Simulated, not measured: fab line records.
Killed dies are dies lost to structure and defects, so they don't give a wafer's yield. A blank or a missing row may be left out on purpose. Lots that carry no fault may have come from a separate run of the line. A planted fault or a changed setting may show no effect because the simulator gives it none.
Which tool is to blame?	flow nand harc	Sampling: 14 lots, 42 wafers, 4 of 1159 route steps

WHAT THE GAUGES SHOWED, per wafer
Not one reading of a measure or inspect step in the record can be checked against a usual standard deviation.

WHICH TOOL RAN EACH LOT (tool, then ch and the chambers of the sampled wafers, then the start)
lot	NHARC_P_M0_PVD_21	NHARC_P_M0_ANNEAL_30	NHARC_P_M0_PRE_CLEAN_31	NHARC_P_M1_ETCH_35
L243	pvd sputter-02, day 6 09:07 or earlier	rtp anneal-02 ch 0, day 6 09:07	pecvd-04 ch 0,2, day 6 09:58	rie diel-05 ch 0,1, day 6 11:32
L242	pvd sputter-02, day 6 13:34 or earlier	rtp anneal-01 ch 0, day 6 13:34	pecvd-02 ch 0,2, day 6 14:43	rie diel-03 ch 0,1,3, day 6 16:17
L244	pvd sputter-01, day 6 14:07 or earlier	rtp anneal-02 ch 0, day 6 14:07	pecvd-04 ch 0,1,2, day 6 14:58	rie diel-11 ch 0,2,3, day 6 16:34
L246	pvd sputter-02, day 6 20:04 or earlier	rtp anneal-02 ch 0, day 6 20:04	pecvd-04 ch 0,1, day 6 20:55	rie diel-03 ch 0,2,3, day 6 22:23
L247	pvd sputter-01, day 6 20:29 or earlier	rtp anneal-02 ch 0, day 6 20:29	pecvd-04 ch 0,1,2, day 6 21:22	rie diel-03 ch 0,2,3, day 6 22:51
L248	pvd sputter-02, day 7 09:31 or earlier	rtp anneal-02 ch 0, day 7 09:31	pecvd-04 ch 0,1,2, day 7 10:22	rie diel-05 ch 1,2,3, day 7 11:49
L249	pvd sputter-01, day 7 16:33 or earlier	rtp anneal-02 ch 0, day 7 16:33	pecvd-04 ch 0,2, day 7 17:36	rie diel-03 ch 1,2,3, day 7 19:11
L251	pvd sputter-03, day 8 12:16 or earlier	rtp anneal-02 ch 0, day 8 12:16	pecvd-02 ch 0,1,2, day 8 13:11	rie diel-03 ch 0,1,2, day 8 14:46
L252	pvd sputter-01, day 8 12:47 or earlier	rtp anneal-02 ch 0, day 8 12:47	pecvd-03 ch 0,1,2, day 8 13:40	rie diel-05 ch 1,2,3, day 8 15:09
L253	pvd sputter-03, day 9 05:53 or earlier	rtp anneal-01 ch 0, day 9 05:53	pecvd-02 ch 0,1, day 9 07:34	rie diel-05 ch 0,2,3, day 9 09:02
L255	pvd sputter-02, day 9 06:12 or earlier	rtp anneal-01 ch 0, day 9 06:12	pecvd-02 ch 0,1,2, day 9 08:20	rie diel-05 ch 0,1,2, day 9 09:58
L254	pvd sputter-03, day 9 08:05 or earlier	rtp anneal-01 ch 0, day 9 08:05	pecvd-03 ch 1,2, day 9 09:20	rie diel-05 ch 0,2, day 9 11:06
L262	pvd sputter-03, day 10 20:06 or earlier	rtp anneal-02 ch 0, day 10 20:06	pecvd-02 ch 0,1,2, day 10 21:33	rie diel-03 ch 1,2,3, day 10 23:11
L265	pvd sputter-03, day 11 09:56 or earlier	rtp anneal-02 ch 0, day 11 09:56	pecvd-03 ch 1,2, day 11 10:58	rie diel-03 ch 0,1,3, day 11 12:33
- NHARC_P_M0_PVD_21: deposits Cu, target thk 30 nm, time 20.49 s.
- NHARC_P_M0_ANNEAL_30: time 90 s.
- NHARC_P_M0_PRE_CLEAN_31: time 12 s.
- NHARC_P_M1_ETCH_35: etches the open film in N2/H2, target depth 40 nm, overetch 12 nm, time 43.94 s.

WHAT THE TOOLS THEMSELVES READ (means of the sampled wafers that have a number; where no wafer has one, the mark that the record gives instead)
NHARC_P_M0_PVD_21. Usual: cathode dc power W 5000.2 W, standard deviation 0.94; throttle valve pct 29.9 %, standard deviation 1.1.
lot	tool	cathode dc power W (W)	throttle valve pct (%)	flag
L243	pvd sputter-02	5000.2	29.5	
L242	pvd sputter-02	5000.9	29.5	
L244	pvd sputter-01	5000.0	30.8	
L246	pvd sputter-02	5000.8	29.5	
L247	pvd sputter-01	5000.2	30.8	
L248	pvd sputter-02	5001.3	29.4	
L249	pvd sputter-01	4999.9	30.3	
L251	pvd sputter-03	5000.2	29.7	
L252	pvd sputter-01	5000.5	31.3	
L253	pvd sputter-03	5000.9	30.4	
L255	pvd sputter-02	4999.7	29.5	
L254	pvd sputter-03	4999.6	30.7	
L262	pvd sputter-03	4999.6	29.8	
L265	pvd sputter-03	5000.9	29.7	

NHARC_P_M0_ANNEAL_30. Usual: anneal temp c max 226.1, standard deviation 0.62; wafer_temp_C_max 225.99, standard deviation 0.26.
lot	tool	anneal temp c max	wafer_temp_C_max	flag
L243	rtp anneal-02	225.9	226.05	
L242	rtp anneal-01	227.1	226.08	
L244	rtp anneal-02	225.7	226.14	
L246	rtp anneal-02	225.8	225.94	
L247	rtp anneal-02	225.7	225.82	
L248	rtp anneal-02	225.8	226.08	
L249	rtp anneal-02	225.7	225.99	
L251	rtp anneal-02	225.7	225.95	
L252	rtp anneal-02	225.7	226.01	
L253	rtp anneal-01	227.0	226.10	
L255	rtp anneal-01	226.8	226.07	
L254	rtp anneal-01	227.2	225.76	
L262	rtp anneal-02	225.8	226.08	
L265	rtp anneal-02	225.7	225.82	

NHARC_P_M0_PRE_CLEAN_31. Usual: heater power w 627 W, standard deviation 89; rf fwd power W 292.6 W, standard deviation 0.93.
lot	tool	heater power w (W)	rf fwd power W (W)	flag
L243	pecvd-04	650	292.9	
L242	pecvd-02	587	293.0	
L244	pecvd-04	660	292.7	
L246	pecvd-04	638	292.6	
L247	pecvd-04	656	293.3	
L248	pecvd-04	625	292.3	
L249	pecvd-04	606	292.5	
L251	pecvd-02	599	291.8	
L252	pecvd-03	562	291.8	
L253	pecvd-02	605	292.2	
L255	pecvd-02	621	291.8	
L254	pecvd-03	537	292.2	
L262	pecvd-02	584	292.5	
L265	pecvd-03	562	292.9	

NHARC_P_M1_ETCH_35. Usual: for drypump motor current A, 5.8 A with a standard deviation of 0.36; for oes product au, 1.001 a.u. with a standard deviation of 0.009; for rf fwd power W, 395.3 W with a standard deviation of 2.3; for rf vpp V, 430.8 V with a standard deviation of 2.8; for run length s, 65.5 s with a standard deviation of 0.43; for showerhead plenum p Torr, 2.05 Torr with a standard deviation of 0.099; for throttle valve pct, 14.170 % with a standard deviation of 0.0093.
lot	tool	drypump motor current A (A)	oes product au (a.u.)	rf fwd power W (W)	rf vpp V (V)	run length s (s)	showerhead plenum p Torr (Torr)	throttle valve pct (%)	flag
L243	rie diel-05	6.0	1.004	397.3	429.0	65.3	2.03	14.165	
L242	rie diel-03	5.7	0.998	397.5	428.6	65.7	1.97	14.160	
L244	rie diel-11	5.8	1.002	394.5	430.5	65.9	2.03	14.171	
L246	rie diel-03	5.5	0.998	395.1	431.8	65.8	2.05	14.166	
L247	rie diel-03	5.5	0.993	394.2	430.6	65.5	2.05	14.167	
L248	rie diel-05	5.9	1.013	395.5	433.0	65.6	2.13	14.168	
L249	rie diel-03	5.8	0.997	395.6	427.8	65.4	1.99	14.169	
L251	rie diel-03	5.8	1.005	394.7	430.9	65.6	2.04	14.172	
L252	rie diel-05	5.9	0.994	395.3	433.1	65.8	2.13	14.166	
L253	rie diel-05	5.7	1.001	394.1	433.1	65.8	2.12	14.180	
L255	rie diel-05	5.6	1.009	395.1	431.3	60.0	2.07	14.174	OFF
L254	rie diel-05	5.5	1.007	393.0	431.9	54.7	2.06	14.160	OFF
L262	rie diel-03	5.8	0.994	396.5	429.8	65.1	1.99	14.168	
L265	rie diel-03	5.7	0.990	396.4	428.5	65.6	1.97	14.165	

THE ANSWER, worked out from the rows above alone
Rule: lot off if the mean of its wafers having a number is beyond 3 standard deviations from the usual mean. A lot without any number at a reading at which 4 lots or more have one is off too. Where the step has rows for the other lots, those lots are counted as sound. The gauges are gone through in route order, then the tools' own readings, and for those a lot's mean is taken as printed above. At the first step where some lot is off, the reading lying furthest off is the one used; lots without a number count as furthest.
Off at NHARC_P_M1_ETCH_35 (run length s): L255, L254.
If a tool, at that step or one of the process steps before it, ran each lot that is off and ran no sound lot following the first of them, it fits. NHARC_P_M0_PVD_21 gives no start for some lots, so the hours and the order of its lots are those of NHARC_P_M0_ANNEAL_30. Can't be told from this: 2 tools fit, rtp anneal-01 at NHARC_P_M0_ANNEAL_30, rie diel-05 at NHARC_P_M1_ETCH_35.

WHAT THE SIMULATOR HAD INSERTED
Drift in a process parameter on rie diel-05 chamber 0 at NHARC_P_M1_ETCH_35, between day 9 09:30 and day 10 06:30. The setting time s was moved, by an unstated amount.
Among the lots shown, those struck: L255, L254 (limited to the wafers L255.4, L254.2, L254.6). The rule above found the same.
